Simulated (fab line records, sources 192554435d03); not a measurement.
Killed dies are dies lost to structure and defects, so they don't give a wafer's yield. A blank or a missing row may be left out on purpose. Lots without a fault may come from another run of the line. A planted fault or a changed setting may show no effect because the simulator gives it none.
Split-lot experiment | flow n5_finfet | 7 lots, 21 wafers read, on a route of 1938 steps

THE SPLIT
At N5_BEOL_M11_COAT_63 (time 60 s, resist thk 100 nm), the setting spin_rpm was moved away from the recipe's 1500 rpm on 5 of the 21 wafers read, by -9.3% to +3.1%. The other wafers ran this setting at the recipe's value.

FROM THE SPLIT TO THE READING: what the file shows between them, 7 steps
- N5_BEOL_M11_COAT_22: resist thk 90 nm (also split here: spin_rpm)
- N5_BEOL_M11_EBR_24
- N5_BEOL_M11_SOFTBAKE_23: time 60 s
- N5_BEOL_M11_DESCUM_33: chemistry O2, time 7.9 s
- N5_BEOL_M11_ETCH_65: etches SiARC in CF4, target depth 39 nm, time 65 s
- N5_BEOL_M11_ETCH_66: etches SOC in N2/H2, target depth 120 nm, overetch 24 nm, time 180 s
- N5_BEOL_M11_STRIP_69: strips in N2/H2

THE READING
SOC_of_BEOL_M11_COAT_63.thk_nm (the simulator's own value, which no gauge read), in nm, at N5_BEOL_M11_VIA_ETCH_34 (etches SiCOH lowk in C4F6/O2, target depth 184.5 nm, time 69.2 s). The file gives no usual value for it. The 16 wafers here that ran the recipe average 92.2 nm, standard deviation 0.28 nm.

wafer  | tool, chamber at the split | spin_rpm as run, rpm | against the recipe | SOC_of_BEOL_M11_COAT_63.thk_nm, nm | against lot-mates on the recipe
L074.1 | litho_track-03, 0          | 1500                 | recipe             | 91.8                               | -
L074.2 | litho_track-03, 0          | 1414                 | -5.7%              | 94.8                               | +2.6
L074.3 | litho_track-03, 0          | 1500                 | recipe             | 92.6                               | -
L079.2 | litho_track-03, 0          | 1360                 | -9.3%              | 97.2                               | +5.0
L079.3 | litho_track-03, 0          | 1360                 | -9.3%              | 97                                 | +4.8
L079.4 | litho_track-03, 0          | 1500                 | recipe             | 92.2                               | -
L080.1 | litho_track-03, 0          | 1500                 | recipe             | 92.2                               | -
L080.5 | litho_track-03, 0          | 1500                 | recipe             | 92.2                               | -
L080.2 | litho_track-03, 0          | 1500                 | recipe             | 92.6                               | -
L082.1 | litho_track-01, 0          | 1500                 | recipe             | 92.2                               | -
L082.3 | litho_track-01, 0          | 1500                 | recipe             | 92                                 | -
L082.4 | litho_track-01, 0          | 1500                 | recipe             | 91.6                               | -
L085.1 | litho_track-04, 0          | 1546                 | +3.1%              | 90.4                               | -1.6
L085.3 | litho_track-04, 0          | 1500                 | recipe             | 92                                 | -
L085.4 | litho_track-04, 0          | 1546                 | +3.1%              | 90.2                               | -1.8
L089.1 | litho_track-04, 0          | 1500                 | recipe             | 92.2                               | -
L089.3 | litho_track-04, 0          | 1500                 | recipe             | 92                                 | -
L089.5 | litho_track-04, 0          | 1500                 | recipe             | 92.4                               | -
L091.1 | litho_track-01, 0          | 1500                 | recipe             | 92.4                               | -
L091.5 | litho_track-01, 0          | 1500                 | recipe             | 92.4                               | -
L091.2 | litho_track-01, 0          | 1500                 | recipe             | 92.6                               | -

THE FIT
A straight line over all 21 wafers: SOC_of_BEOL_M11_COAT_63.thk_nm changes by -0.526 nm for each +1% of spin_rpm; r = -0.99; the points scatter about the line by 0.29 nm.
The same after taking each lot's own level away (the mean of its wafers on the recipe; 21 wafers): -0.519 nm for each +1%; r = -0.99; scatter 0.22 nm.
On that fit, the largest move of spin_rpm shifts the reading by 4.8 nm.
The lots' own levels span 91.93 to 92.47 nm, that is 1.9 times the standard deviation above.
So the lot-to-lot level changes the slope little: the two slopes agree.
Check: with one of the wafers moved furthest among these (-9.3%) left out of the fit, the line predicts +4.71 nm for it against its lot-mates. It came out at +5 nm against them.

OTHER SPLITS ON THESE WAFERS
These wafers also went through other splits before the reading. Each is held against what the fit with the lots' levels taken away leaves over:
other split on the same wafers   | wafers away from the commonest value | r with SOC_of_BEOL_M11_COAT_63.thk_nm (lot level and that fit taken away)
N5_BEOL_M8_ETCH_65 source_w      | 8                                    | -0.31
N5_BEOL_M8_TRENCH_ETCH_37 bias_w | 7                                    | +0.08
N5_BEOL_M9_EXPOSE_25 dose_mj     | 7                                    | -0.18
N5_BEOL_M10_COAT_63 spin_rpm     | 10                                   | -0.10
N5_BEOL_M10_EXPOSE_25 dose_mj    | 5                                    | +0.09
N5_BEOL_M11_COAT_22 spin_rpm     | 6                                    | +0.14

THE WHOLE CHAIN: every reading that the file lists as answering this split, in the file's order
step                    | what it does                                                         | reading                                                                         | change (the file's fit)               | r (the file's)
N5_BEOL_M11_COAT_63     | time 60 s, resist thk 100 nm                                         | SOC_of_BEOL_M11_COAT_63.thk_nm (the simulator's own value, which no gauge read) | -0.528 nm for each +1% of the setting | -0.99
N5_BEOL_M11_ETCH_66     | etches SOC in N2/H2, target depth 120 nm, overetch 24 nm, time 180 s | etch.depth_nm (the simulator's own value, which no gauge read)                  | -0.533 nm for each +1% of the setting | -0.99
N5_BEOL_M11_VIA_ETCH_34 | etches SiCOH lowk in C4F6/O2, target depth 184.5 nm, time 69.2 s     | SOC_of_BEOL_M11_COAT_63.thk_nm (the simulator's own value, which no gauge read) | -0.509 nm for each +1% of the setting | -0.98

THE FILE'S OWN FIT
SOC_of_BEOL_M11_COAT_63.thk_nm changes by -0.509 nm for each +1% of spin_rpm, r = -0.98.
